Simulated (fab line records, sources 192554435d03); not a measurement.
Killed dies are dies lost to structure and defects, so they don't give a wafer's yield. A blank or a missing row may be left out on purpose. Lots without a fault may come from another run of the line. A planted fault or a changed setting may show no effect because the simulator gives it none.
One fault seen from 3 desks | flow n5_finfet | each desk has only its own numbers; what lay behind them comes last

THE TOOL OWNER'S DESK: rie_diel-02
The tool's own readings at N5_BEOL_M8_ETCH_62 (etches SOC in N2/H2, target depth 110 nm, overetch 22 nm, time 165 s): means of the sampled wafers that have a number, for each lot that ran on this tool. A lot is out of limits, marked OUT, if its mean lies more than 4 standard deviations from the usual mean; the brackets give that distance. Of its 8 readings 7 are shown: the one that was out of limits first, and those that lie furthest out on some lot.
Columns: A = bias_w at N5_BEOL_M8_ETCH_62, usual 150.0 W; B = drypump_motor_current_A at N5_BEOL_M8_ETCH_62, usual 5.8 A; C = h2_flow_sccm at N5_BEOL_M8_ETCH_62, usual 199.9 sccm; D = n2_flow_sccm at N5_BEOL_M8_ETCH_62, usual 200.0 sccm; E = oes_product_au at N5_BEOL_M8_ETCH_62, usual 0.67 a.u.; F = rf_vpp_V at N5_BEOL_M8_ETCH_62, usual 523.4 V; G = throttle_valve_pct at N5_BEOL_M8_ETCH_62, usual 17.90 %
lot  | first seen here | A               | B   | C     | D     | E    | F                | G
L628 | day 10 14:34    | 149.8           | 5.6 | 199.8 | 199.8 | 0.66 | 523.2            | 18.00
L629 | day 10 15:37    | 150.6           | 6.0 | 199.8 | 200.1 | 0.64 | 523.3            | 18.14
L631 | day 11 02:58    | 140.9 (-21) OUT | 5.2 | 199.7 | 199.5 | 0.62 | 502.4 (-9.5) OUT | 18.18
L632 | day 11 03:17    | 141.1 (-21) OUT | 5.6 | 200.0 | 200.3 | 0.66 | 503.4 (-9.1) OUT | 18.00
This desk's finding: out of limits on L631, L632; first on L631, day 11 02:58 (bias_w at N5_BEOL_M8_ETCH_62). In limits: L628, L629.

THE METROLOGY DESK
What the gauges read, lot by lot, whatever tool the lot ran on: means of the sampled wafers that have a number. A lot is out of limits, marked OUT, if its mean lies more than 4 standard deviations from the usual mean; the brackets give that distance.
Columns: A = trench_depth_nm at N5_BEOL_M7_OCD_MEAS_38, usual 93.9 nm; B = M7_THK at N5_BEOL_M7_THK_MEAS_53, usual 78.6 nm
lot  | first seen here | A    | B
L623 | day 9 02:49     | 93.0 | 79.3
L628 | day 10 08:45    | 93.6 | 78.5
L629 | day 10 09:45    | 95.3 | 80.1
L627 | day 10 14:04    | 92.3 | 77.3
L630 | day 10 16:23    | 95.1 | 79.6
L631 | day 10 20:23    | 92.8 | 78.2
L632 | day 10 22:12    | 94.5 | 78.4
L633 | day 11 06:39    | 93.2 | 77.3
L641 | day 13 13:31    | 93.3 | 78.4
L644 | day 14 04:22    | 95.4 | 79.7
L646 | day 14 19:47    | 95.1 | 80.0
This desk's finding: nothing out of limits on any of the 11 lots.

THE DEFECT DESK
What the inspections along the route counted, lot by lot: means of the sampled wafers that have a number. A lot is out of limits, marked OUT, if its mean lies more than 4 standard deviations from the usual mean; the brackets give that distance.
Columns: A = raw_defect_count at N5_BEOL_M7_INSPECT_58, usual 74
lot  | first seen here | A
L623 | day 9 06:14     | 96
L628 | day 10 12:05    | 59
L629 | day 10 13:46    | 49
L627 | day 10 16:50    | 63
L630 | day 10 19:04    | 57
L631 | day 10 23:29    | 61
L632 | day 11 00:26    | 95
L633 | day 11 09:27    | 52
L641 | day 13 16:10    | 59
L644 | day 14 07:59    | 72
L646 | day 14 22:53    | 82
This desk's finding: nothing out of limits on any of the 11 lots.

PUT TOGETHER
The tool owner's desk could have raised an alarm at day 11 02:58, on L631, L632.
The metrology desk saw nothing out of limits.
The defect desk saw nothing out of limits.
The metrology desk has L631, L632 on record, within its limits.
The defect desk has L631, L632 on record, within its limits.
Of the lots named, all ran N5_BEOL_M8_ETCH_62 on rie_diel-02.

WHAT THE SIMULATOR HAD PUT IN
Process parameter drift: rie_diel-02, from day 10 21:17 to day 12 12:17, at N5_BEOL_M8_ETCH_62. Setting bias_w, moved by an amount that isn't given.
Lots struck among those shown: L631, L632.
Hours from the fault's start to each desk's first reading out of limits: the tool owner's desk, 6.
